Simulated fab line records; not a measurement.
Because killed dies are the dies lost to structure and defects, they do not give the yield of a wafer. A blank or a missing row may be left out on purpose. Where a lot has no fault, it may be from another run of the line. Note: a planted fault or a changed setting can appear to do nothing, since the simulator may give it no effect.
Matching of chambers	flow nand-harc	NHARC_P_M1_CMP_23 on cmp-03 has 4 sister chambers
The step polishes, t overpolish 20 s, target thk 157.82 nm. 8 wafers are shown with their chamber, then 7 later ones without.

## WAFERS WITH THEIR CHAMBER
wafer	chamber	motor-current-A (A)	time-to-endpoint-s (s)
L743.2	1	11.5	28
L744.3	3	13.5	25
L744.4	1	12.2	26
L746.2	2	13.5	34
L746.4	0	14.3	24
L746.6	3	12.7	30
L748.1	2	13.8	31
L748.2	0	14.9	25

## WAFERS WITH NO CHAMBER GIVEN
wafer	motor-current-A (A)	time-to-endpoint-s (s)
L748.3	11.7	28
L749.3	11.8	30
L749.4	13.2	31
L749.5	12.1	33
L756.2	11.2	29
L756.3	14.3	24
L756.6	12.1	29

## CHAMBER TAKEN BY EACH
wafer	from the rows above	in truth
L748.3	1	1
L749.3	can't be placed: 1 or 3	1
L749.4	can't be placed: 2 or 3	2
L749.5	can't be placed: 1 or 3 or 2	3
L756.2	1	1
L756.3	0	0
L756.6	can't be placed: 1 or 3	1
Correctly placed: 3 of 7. Unplaceable from these rows: 4, with the true chamber sitting among the candidates in 4. Wrongly placed: 0.
How it was worked out, from the rows above alone: a wafer's distance from a chamber is the root of the sum, over the readings, of the square of ((its reading less the chamber's mean) divided by the reading's scatter). If the next closest chamber is less than 2 further off than the closest, the wafer can't be placed; otherwise it belongs to the closest. The mean given for a chamber averages the wafers shown for that chamber. The scatter: take each reading less its chamber's mean, square it, sum over the shown wafers, divide by the number of wafers less the number of chambers, and take the root.
